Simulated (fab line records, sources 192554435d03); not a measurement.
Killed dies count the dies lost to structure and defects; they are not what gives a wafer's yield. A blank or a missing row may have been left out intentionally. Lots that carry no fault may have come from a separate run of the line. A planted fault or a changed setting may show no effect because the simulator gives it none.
fab line records    flow n5Finfet
record: lots: 7  wafers: 21
route steps=1938 shown BEOL_M5@1130 BEOL_M6@1233 BEOL_M7@1266
startH: start of the lot's first displayed wafer, in hours after the record's first day    waitH: time in hours since the lot's previous step    " identical to the entry in the row above    L1.1+2: a row that stands for several wafers    - no value present, or no start provided    * or withheld: withheld    < > ~ a bound
route shown NAME@n: a module of which the file shows steps, and the number in the route of the first    usual: mean and standard deviation over wafers with no fault    same: alike in all rows    chamber/n: place in a boat    sites: the reading at each site    _std_site: how widely they spread, as a standard deviation    _edge_site: the outer-site mean with the inner-site mean subtracted    radiusMm: for every site, how far away it sits from the centre of the wafer    mask NAME#n: copy n    behind: the most recent tool/chamber to have shaped the wafer    hold: the reason the lot was held/the length of the hold in hours/how it ended    device: the transistor (n, p or np) that didn't switch    end of line: the tests these same wafers got at the end of their route    step lacking rows: just its recipe    killed: the dies lost at the first sort to structure and to defects; this is not the yield of the wafer    map: dies across one wafer; x = killed, . = not, _ = none there
set.NAME: the setting as run; set.NAME@STEP: as run at that earlier step    model.NAME: the simulator's own value behind a step, which no gauge read
lots with deliberately changed settings; one table per step, one row per wafer
== steps ==
step: N5_BEOL_M5_ETCH_72
recipe: chemistry: N2/H2  target: underlayer  targetDepthA: 65  maskMaterial: CAR-EUV  timeS: 5.2  ionEnergyEv: 200  pressureMtorr: 30  sourceW: 840  biasW: 150  n2FlowSccm: 200  h2FlowSccm: 200  ends: cleared
usual: rfVppV: 524.8/2.6
lot.wafer  tool        chamber  startH  waitH  set.sourceW  set.doseMj@BEOL_M5_EXPOSE_08  rfVppV  model.BEOL_M5.cdNm
L079.2     rieDiel-02  1        219.65  0.0    709.7        33.99                         556.3   27
L079.4     "           3        "       "      709.7        35.75                         560.6   28.4
L079.5     "           1        "       "      709.7        35.75                         555.8   28.2
L083.1     rieDiel-02  1        221.56  0.0    840          33.13                         526.2   25.8
L083.3     "           0        "       "      840          33.13                         521.9   25.2
L083.5     "           3        "       "      750.5        35.75                         547.6   27.6
L084.4     rieDiel-02  2        242.08  0.0    840          35.75                         523.9   28
L084.5     "           3        "       "      840          35.75                         527.4   28
L084.6     "           0        "       "      840          35.75                         524.0   27.8
L088.4     rieDiel-05  0        256.96  0.0    840          33.12                         525.2   25.6
L088.5     "           1        "       "      962.8        33.12                         500.4   26.2
L088.6     "           2        "       "      962.8        35.75                         498.9   27.4
L093.2     rieDiel-05  3        285.94  0.0    840          37.4                          523.6   28.8
L093.5     "           1        "       "      840          35.75                         526.5   28
L093.6     "           0        "       "      840          35.75                         526.5   27.4
L095.2     rieDiel-02  0        317.17  0.0    840          35.75                         522.7   27.2
L095.4     "           1        "       "      840          35.75                         524.9   27.4
L095.6     "           0        "       "      840          35.75                         523.2   27.2
L097.1     rieDiel-02  3        325.91  0.0    840          35.75                         526.4   27.8
L097.4     "           1        "       "      840          35.75                         527.1   27.6
L097.6     "           0        "       "      840          35.75                         523.0   27.2
step: N5_BEOL_M5_ETCH_61
recipe: chemistry: CF4  target: SiARC  targetDepthA: 156  maskMaterial: CAR-EUV  timeS: 26  ionEnergyEv: 80  pressureMtorr: 40  sourceW: 545  biasW: 36  Ar_flow_sccm: 100  cf4FlowSccm: 100  ends: cleared
lot.wafer  tool        chamber  startH  waitH  set.doseMj@BEOL_M5_EXPOSE_08  model.BEOL_M5.cdNm
L079.2     rieDiel-02  1        219.67  0.0    33.99                         27
L079.4     "           3        "       "      35.75                         28.4
L079.5     "           1        "       "      35.75                         28
L083.1     rieDiel-02  1        221.57  0.0    33.13                         25.8
L083.3     "           0        "       "      33.13                         25.4
L083.5     "           3        "       "      35.75                         27.8
L084.4+5   rieDiel-02  2,3      242.09  0.0    35.75                         28.2
L084.6     "           0        "       "      35.75                         28
L088.4     rieDiel-05  0        256.97  0.0    33.12                         25.6
L088.5     "           1        "       "      33.12                         26.2
L088.6     "           2        "       "      35.75                         27.6
L093.2     rieDiel-05  3        285.95  0.0    37.4                          28.8
L093.5     "           1        "       "      35.75                         27.8
L093.6     "           0        "       "      35.75                         27.6
L095.2     rieDiel-02  0        317.19  0.0    35.75                         27.4
L095.4     "           1        "       "      35.75                         27.6
L095.6     "           0        "       "      35.75                         27.2
L097.1     rieDiel-02  3        325.92  0.0    35.75                         28
L097.4     "           1        "       "      35.75                         27.6
L097.6     "           0        "       "      35.75                         27.2
step: N5_BEOL_M5_ETCH_62
recipe: chemistry: N2/H2  target: SOC  targetDepthA: 750  overetchA: 150  maskMaterial: SiARC  tempC: 40  timeS: 112.5  ionEnergyEv: 200  pressureMtorr: 30  sourceW: 840  biasW: 150  n2FlowSccm: 200  h2FlowSccm: 200
lot.wafer  tool        chamber  startH  waitH  set.doseMj@BEOL_M5_EXPOSE_08  model.BEOL_M5.cdNm
L079.2     rieDiel-02  1        219.70  0.0    33.99                         26.8
L079.4+5   "           3,1      "       "      35.75                         28
L083.1     rieDiel-02  1        221.60  0.0    33.13                         25.8
L083.3     "           0        "       "      33.13                         25.2
L083.5     "           3        "       "      35.75                         27.6
L084.4     rieDiel-02  2        242.12  0.0    35.75                         28.4
L084.5+6   "           3,0      "       "      35.75                         27.8
L088.4     rieDiel-05  0        257.00  0.0    33.12                         25.6
L088.5     "           1        "       "      33.12                         25.8
L088.6     "           2        "       "      35.75                         28
L093.2     rieDiel-05  3        285.98  0.0    37.4                          28.8
L093.5     "           1        "       "      35.75                         28
L093.6     "           0        "       "      35.75                         27.6
L095.2+6   rieDiel-02  0        317.22  0.0    35.75                         27
L095.4     "           1        "       "      35.75                         27.4
L097.1     rieDiel-02  3        325.95  0.0    35.75                         27.8
L097.4     "           1        "       "      35.75                         27.6
L097.6     "           0        "       "      35.75                         27
step: N5_BEOL_M5_COAT_74
recipe: resist: underlayer  tempC: 205  timeS: 60  spinRpm: 1500  resistThkNm: 5
lot.wafer   tool           chamber  startH  waitH  set.spinRpm
L079.2+4    lithoTrack-03  0        -       -      1500
L079.5      "              0        "       "      1625
L083.1+3+5  lithoTrack-02  0        -       -      1500
L084.4+5+6  lithoTrack-03  0        -       -      1500
L088.4+5    lithoTrack-03  0        -       -      1500
L088.6      "              0        "       "      1649
L093.2      lithoTrack-02  0        -       -      1648
L093.5+6    "              0        "       "      1500
L095.2      lithoTrack-03  0        -       -      1439
L095.4+6    "              0        "       "      1500
L097.1+4+6  lithoTrack-01  0        -       -      1500
step: N5_BEOL_M5_COAT_22
recipe: resist: CAR-EUV  spinRpm: 1500  resistThkNm: 30
lot.wafer   tool           chamber  startH  waitH  set.spinRpm  model.CAR-EUV_of_BEOL_M5_COAT_22.thkNm
L079.2+4+5  lithoTrack-03  0        -       -      1500         30
L083.1      lithoTrack-02  0        -       -      1632         28.8
L083.3+5    "              0        "       "      1500         30
L084.4+5+6  lithoTrack-03  0        -       -      1500         30
L088.4+5    lithoTrack-03  0        -       -      1648         28.6
L088.6      "              0        "       "      1500         30
L093.2      lithoTrack-02  0        -       -      1500         30
L093.5      "              0        "       "      1564         29.4
L093.6      "              0        "       "      1500         30.2
L095.2+4+6  lithoTrack-03  0        -       -      1500         30
L097.1+4+6  lithoTrack-01  0        -       -      1500         30
step: N5_BEOL_M5_EBR_24
recipe: solvent: PGMEA  ebrWidthMm: 1.5
step: N5_BEOL_M5_SOFTBAKE_23
recipe: tempC: 110  timeS: 60  resist: CAR-EUV
step: N5_BEOL_M5_EXPOSE_25
recipe: maskId: V4  na: 0.33  sourceShape: quasar  sigmaInner: 0.2  sigmaOuter: 0.6  polarization: unpolarized  defocusNm: 10  doseMj: 52.75
step: N5_BEOL_M5_PEB_26
recipe: pebTempC: 100  pebTimeS: 60  resist: CAR-EUV
step: N5_BEOL_M5_DEVELOP_27
recipe: developTimeS: 30  developer: TMAH  resist: CAR-EUV  rinseLiquid: surfactantRinse  dry: airSpin  devTempC: 23
lot.wafer   tool           chamber  startH  waitH  set.spinRpm@BEOL_M5_COAT_22  model.CAR-EUV_of_BEOL_M5_COAT_22.thkNm
L079.2+4+5  lithoTrack-01  0        -       -      1500                         29.6
L083.1      lithoTrack-02  0        -       -      1632                         28.2
L083.3+5    "              0        "       "      1500                         29.6
L084.4+5+6  lithoTrack-03  0        -       -      1500                         29.6
L088.4+5    lithoTrack-01  0        -       -      1648                         28.2
L088.6      "              0        "       "      1500                         29.6
L093.2+6    lithoTrack-02  0        -       -      1500                         29.6
L093.5      "              0        "       "      1564                         29
L095.2      lithoTrack-02  0        -       -      1500                         29.4
L095.4+6    "              0        "       "      1500                         29.6
L097.1+4+6  lithoTrack-03  0        -       -      1500                         29.6
step: N5_BEOL_M5_DESCUM_33
recipe: chemistry: O2  timeS: 7  sourcePowerW: 50  biasPowerW: 20  pressureMtorr: 20  rfFrequencyHz: 2.712e+07  tempC: 40  resist: CAR-EUV  o2FlowSccm: 225
lot.wafer   tool        chamber  startH  waitH  set.spinRpm@BEOL_M5_COAT_22  model.CAR-EUV_of_BEOL_M5_COAT_22.thkNm
L079.2      rieDiel-02  1        220.71  0.0    1500                         26
L079.4+5    "           1,3      "       "      1500                         26.2
L083.1      rieDiel-02  1        223.54  0.0    1632                         24.8
L083.3+5    "           3        "       "      1500                         26.2
L084.4+5+6  rieDiel-02  1,2,1    243.10  0.0    1500                         26
L088.4      rieDiel-04  3        258.74  0.1    1648                         24.8
L088.5      "           2        "       "      1648                         24.6
L088.6      "           0        "       "      1500                         26.2
L093.2      rieDiel-05  0        287.88  0.0    1500                         26
L093.5      "           2        "       "      1564                         25.4
L093.6      "           3        "       "      1500                         26.2
L095.2+4    rieDiel-04  0,2      318.86  0.0    1500                         26
L095.6      "           0        "       "      1500                         26.2
L097.1      rieDiel-05  3        326.85  0.2    1500                         26.2
L097.4+6    "           3,2      "       "      1500                         26
step: N5_BEOL_M5_ETCH_75
recipe: chemistry: N2/H2  target: underlayer  targetDepthA: 65  maskMaterial: CAR-EUV  timeS: 5.2  ionEnergyEv: 200  pressureMtorr: 30  sourceW: 840  biasW: 150  n2FlowSccm: 200  h2FlowSccm: 200  ends: cleared
lot.wafer  tool        chamber  startH  waitH  set.doseMj@BEOL_M5_EXPOSE_08  set.spinRpm@BEOL_M5_COAT_74  set.spinRpm@BEOL_M5_COAT_22  model.BEOL_M5.cdNm  model.CAR-EUV_of_BEOL_M5_COAT_22.thkNm  model.etch.depthNm
L079.2     rieDiel-02  1        220.75  0.0    33.99                         1500                         1500                         26.6                20.2                                    5.006
L079.4     "           1        "       "      35.75                         1500                         1500                         27.8                20.4                                    5.005
L079.5     "           3        "       "      35.75                         1625                         1500                         27.8                20.6                                    4.815
L083.1     rieDiel-02  1        223.58  0.0    33.13                         1500                         1632                         25.8                19                                      5.004
L083.3     "           3        "       "      33.13                         1500                         1500                         25.4                20.4                                    5.005
L083.5     "           3        "       "      35.75                         1500                         1500                         28.2                20.4                                    5.015
L084.4     rieDiel-02  1        243.14  0.0    35.75                         1500                         1500                         28.2                20.2                                    4.993
L084.5     "           2        "       "      35.75                         1500                         1500                         27.6                20.4                                    4.992
L084.6     "           1        "       "      35.75                         1500                         1500                         27.4                20.4                                    4.997
L088.4     rieDiel-04  3        258.77  0.0    33.12                         1500                         1648                         25.8                19.2                                    4.985
L088.5     "           2        "       "      33.12                         1500                         1648                         26.4                18.8                                    5
L088.6     "           0        "       "      35.75                         1649                         1500                         27.8                20.8                                    4.76
L093.2     rieDiel-05  0        287.92  0.0    37.4                          1648                         1500                         28.6                20.6                                    4.796
L093.5     "           2        "       "      35.75                         1500                         1564                         27.8                19.6                                    5.038
L093.6     "           3        "       "      35.75                         1500                         1500                         27.4                20.4                                    5.03
L095.2     rieDiel-04  0        318.89  0.0    35.75                         1439                         1500                         27                  20.2                                    5.104
L095.4     "           2        "       "      35.75                         1500                         1500                         27.8                20.2                                    4.988
L095.6     "           0        "       "      35.75                         1500                         1500                         27                  20.4                                    5.001
L097.1     rieDiel-05  3        326.89  0.0    35.75                         1500                         1500                         28                  20.4                                    4.999
L097.4     "           3        "       "      35.75                         1500                         1500                         27.8                20.2                                    4.996
L097.6     "           2        "       "      35.75                         1500                         1500                         27                  20.2                                    5.006
step: N5_BEOL_M5_ETCH_67
recipe: chemistry: CF4  target: SiARC  targetDepthA: 156  maskMaterial: CAR-EUV  timeS: 26  ionEnergyEv: 80  pressureMtorr: 40  sourceW: 545  biasW: 36  Ar_flow_sccm: 100  cf4FlowSccm: 100  ends: cleared
lot.wafer  tool        chamber  startH  waitH  set.doseMj@BEOL_M5_EXPOSE_08  model.BEOL_M5.cdNm
L079.2     rieDiel-02  1        220.76  0.0    33.99                         26.2
L079.4     "           1        "       "      35.75                         27.6
L079.5     "           3        "       "      35.75                         28
L083.1     rieDiel-02  1        223.59  0.0    33.13                         25.6
L083.3     "           3        "       "      33.13                         25.4
L083.5     "           3        "       "      35.75                         28.2
L084.4     rieDiel-02  1        243.16  0.0    35.75                         27.8
L084.5     "           2        "       "      35.75                         27.6
L084.6     "           1        "       "      35.75                         27
L088.4     rieDiel-04  3        258.79  0.0    33.12                         25.8
L088.5     "           2        "       "      33.12                         26.6
L088.6     "           0        "       "      35.75                         27.8
L093.2     rieDiel-05  0        287.93  0.0    37.4                          28.6
L093.5     "           2        "       "      35.75                         27.8
L093.6     "           3        "       "      35.75                         27.4
L095.2+6   rieDiel-04  0        318.91  0.0    35.75                         27.2
L095.4     "           2        "       "      35.75                         28
L097.1     rieDiel-05  3        326.90  0.0    35.75                         28.2
L097.4     "           3        "       "      35.75                         28
L097.6     "           2        "       "      35.75                         27
step: N5_BEOL_M5_ETCH_68
recipe: chemistry: N2/H2  target: SOC  targetDepthA: 800  overetchA: 160  maskMaterial: SiARC  tempC: 40  timeS: 120  ionEnergyEv: 200  pressureMtorr: 30  sourceW: 840  biasW: 150  n2FlowSccm: 200  h2FlowSccm: 200
step: N5_BEOL_M5_STRIP_69
recipe: chemistry: N2/H2  tempC: 40  n2FlowSccm: 200  h2FlowSccm: 200  rfFrequencyHz: 6e+07
step: N5_BEOL_M5_PRECLEAN_42
recipe: chemistry: residueRemover  timeS: 60  tempC: 40
step: N5_BEOL_M5_SRD_43
recipe: timeS: 30  tempC: 23  rinseLiquid: diw  dry: ipaMarangoni
step: N5_BEOL_M5_CD_MEAS_35
recipe: targetCdNm: 28  targetCdYNm: 24  polarity: opening
usual: cdNm: 27.7/0.45
lot.wafer  tool      chamber  startH  waitH  set.doseMj@BEOL_M5_EXPOSE_08  cdNm
L079.2     cdSem-02  -        221.28  0.0    33.99                         26.6
L079.4     "         -        "       "      35.75                         28.0
L079.5     "         -        "       "      35.75                         27.8
L083.1     cdSem-03  -        224.11  0.0    33.13                         25.9
L083.3     "         -        "       "      33.13                         25.5
L083.5     "         -        "       "      35.75                         28.0
L084.4     cdSem-03  -        243.68  0.0    35.75                         28.2
L084.5     "         -        "       "      35.75                         28.0
L084.6     "         -        "       "      35.75                         28.1
L088.4     cdSem-02  -        259.30  0.0    33.12                         25.4
L088.5     "         -        "       "      33.12                         26.0
L088.6     "         -        "       "      35.75                         28.4
L093.2     cdSem-03  -        288.45  0.0    37.4                          28.7
L093.5     "         -        "       "      35.75                         27.5
L093.6     "         -        "       "      35.75                         27.7
L095.2     cdSem-01  -        319.43  0.0    35.75                         27.4
L095.4     "         -        "       "      35.75                         27.2
L095.6     "         -        "       "      35.75                         27.4
L097.1     cdSem-01  -        327.43  0.0    35.75                         27.7
L097.4     "         -        "       "      35.75                         27.9
L097.6     "         -        "       "      35.75                         27.1
step: N5_BEOL_M6_ETCH_66
recipe: chemistry: N2/H2  target: SOC  targetDepthA: 800  overetchA: 160  maskMaterial: SiARC  tempC: 40  timeS: 120  ionEnergyEv: 200  pressureMtorr: 30  sourceW: 840  biasW: 150  n2FlowSccm: 200  h2FlowSccm: 200
usual: rfVppV: 524.1/2.2
lot.wafer  tool        chamber  startH  waitH  set.biasW  rfVppV
L079.2     rieDiel-01  0        233.84  0.0    171.6      574.7
L079.4     "           2        "       "      150        524.0
L079.5     "           3        "       "      171.6      569.9
L083.1     rieDiel-06  2        237.40  0.0    164.9      554.4
L083.3     "           3        "       "      150        525.1
L083.5     "           0        "       "      164.9      559.3
L084.4     rieDiel-06  1        255.92  0.0    150        526.7
L084.5     "           0        "       "      150        526.5
L084.6     "           1        "       "      150        525.8
L088.4     rieDiel-06  0        271.07  0.0    176.3      583.3
L088.5     "           1        "       "      150        527.7
L088.6     "           2        "       "      176.3      578.4
L093.2     rieDiel-01  0        299.63  0.0    140.9      505.3
L093.5     "           0        "       "      150        525.6
L093.6     "           1        "       "      140.9      500.5
L095.2     rieDiel-01  1        330.96  0.0    150        520.9
L095.4     "           2        "       "      163.7      555.1
L095.6     "           0        "       "      163.7      555.1
L097.1     rieDiel-01  2        337.82  0.0    150        523.4
L097.4     "           1        "       "      135.7      487.1
L097.6     "           2        "       "      150        524.0
step: N5_BEOL_M7_PECVD_70
recipe: material: SiO2  targetThkA: 200  tempC: 400  precursor: TEOS/O2  pressureTorr: 5.5  rfW: 450  teosFlowSccm: 53.8  gas: O2  flowSccm: 3000  timeS: 22.7
lot.wafer   tool      chamber  startH  waitH  set.tempC
L079.2+5    pecvd-02  0,1      237.33  0.0    400
L079.4      "         2        "       "      394.9
L083.1+3+5  pecvd-01  1,0,0    241.47  0.0    400
L084.4+5+6  pecvd-02  2,0,1    259.86  0.1    400
L088.4      pecvd-04  2        274.96  0.1    394.1
L088.5+6    "         0,1      "       "      400
L093.2+5+6  pecvd-02  1,2,1    304.13  0.0    382.1
L095.2+4+6  pecvd-02  2,0,2    335.72  0.0    400
L097.1+4    pecvd-02  2,0      342.38  0.0    400
L097.6      "         1        "       "      412
== key ==
split: step: N5_BEOL_M5_ETCH_72  setting: sourceW  stated: 840  by: wafer
response: step: N5_BEOL_M5_ETCH_72  reading: rfVppV  change: -1.91  per: 1%  r: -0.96
split: step: N5_BEOL_M5_COAT_74  setting: spinRpm  stated: 1500  by: wafer
response: step: N5_BEOL_M5_ETCH_75  reading: model.etch.depthNm  change: -0.0237  per: 1%  r: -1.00
split: step: N5_BEOL_M5_COAT_22  setting: spinRpm  stated: 1500  by: wafer
response: step: N5_BEOL_M5_COAT_22  reading: model.CAR-EUV_of_BEOL_M5_COAT_22.thkNm  change: -0.142  per: 1%  r: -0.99
response: step: N5_BEOL_M5_DEVELOP_27  reading: model.CAR-EUV_of_BEOL_M5_COAT_22.thkNm  change: -0.149  per: 1%  r: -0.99
response: step: N5_BEOL_M5_DESCUM_33  reading: model.CAR-EUV_of_BEOL_M5_COAT_22.thkNm  change: -0.156  per: 1%  r: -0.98
response: step: N5_BEOL_M5_ETCH_75  reading: model.CAR-EUV_of_BEOL_M5_COAT_22.thkNm  change: -0.176  per: 1%  r: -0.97
split: step: N5_BEOL_M6_ETCH_66  setting: biasW  stated: 150  by: wafer
response: step: N5_BEOL_M6_ETCH_66  reading: rfVppV  change: +3.33  per: 1%  r: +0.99
split: step: N5_BEOL_M7_PECVD_70  setting: tempC  stated: 400  by: wafer
response none in this file
split outsideThisFile step=N5_BEOL_M5_EXPOSE_08 setting=doseMj
split outsideThisFile: this setting was split too, and the file shows its column; the key of that split is in another file
